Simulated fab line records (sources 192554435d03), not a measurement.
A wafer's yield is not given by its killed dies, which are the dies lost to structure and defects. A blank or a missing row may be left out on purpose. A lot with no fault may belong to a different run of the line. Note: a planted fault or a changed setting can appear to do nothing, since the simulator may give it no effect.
One fault seen from 2 desks / flow n5Finfet / what lay behind the numbers comes last; until then each desk has only its own

THE METROLOGY DESK
What the gauges read for every lot (on any tool): the sampled wafers with a number, averaged. If a lot's mean is further than 4 standard deviations from the usual mean, the lot is out of limits and carries the mark OUT (the distance appears in the brackets).
Columns: A = cdNm at N5_BEOL_M9_CD_MEAS_28, usual 69.93 nm
lot=L265; first seen here=day 9 11:04; A=69.93
lot=L264; first seen here=day 10 05:05; A=69.90
lot=L266; first seen here=day 10 05:56; A=70.24
lot=L269; first seen here=day 10 16:49; A=69.79
lot=L271; first seen here=day 11 05:31; A=70.02
lot=L273; first seen here=day 11 11:13; A=69.96
lot=L280; first seen here=day 14 02:13; A=63.88 (-25) OUT
lot=L281; first seen here=day 14 04:25; A=65.09 (-20) OUT
lot=L282; first seen here=day 14 18:59; A=70.12
Finding of this desk: L280, L281 out of limits; the first was L280 at day 14 02:13, on cdNm at N5_BEOL_M9_CD_MEAS_28. Within limits: L265, L264, L266, L269, L271, L273, L282.

FOR THE TOOL OWNER'S DESK: euvScanner-02
The tool's own readings at N5_BEOL_M9_EXPOSE_25 (exposes mask V8): means of the sampled wafers that have a number, for each lot that ran on this tool. If a lot's mean is further than 4 standard deviations from the usual mean, the lot is out of limits and carries the mark OUT (the distance appears in the brackets).
Columns: A = exposureDoseMJCm2 at N5_BEOL_M9_EXPOSE_25, usual 37.21
lot=L265; first seen here=day 9 10:57; A=37.19
lot=L271; first seen here=day 11 05:23; A=37.23
lot=L273; first seen here=day 11 11:06; A=37.24
lot=L280; first seen here=day 14 02:05; A=29.56 (-99 or more) OUT
lot=L281; first seen here=day 14 04:18; A=31.13 (-99 or more) OUT
Finding of this desk: L280, L281 out of limits; the first was L280 at day 14 02:05, on exposureDoseMJCm2 at N5_BEOL_M9_EXPOSE_25. Within limits: L265, L271, L273.

BROUGHT TOGETHER
The tool owner's desk could have raised an alarm at day 14 02:05, on L280, L281.
An alarm was possible from the metrology desk at day 14 02:13, on L280, L281.
The lots listed all ran N5_BEOL_M9_EXPOSE_25 on euvScanner-02.

WHAT THE SIMULATOR HAD INSERTED
Process parameter drift: euvScanner-02, from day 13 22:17 on, at N5_BEOL_M9_EXPOSE_25. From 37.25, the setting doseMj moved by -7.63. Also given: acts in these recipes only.
Shown lots that were struck: L280, L281.
Delay (hours) between the fault's onset and each desk's first out-of-limits reading: 4 at the tool owner's desk, 4 at the metrology desk.
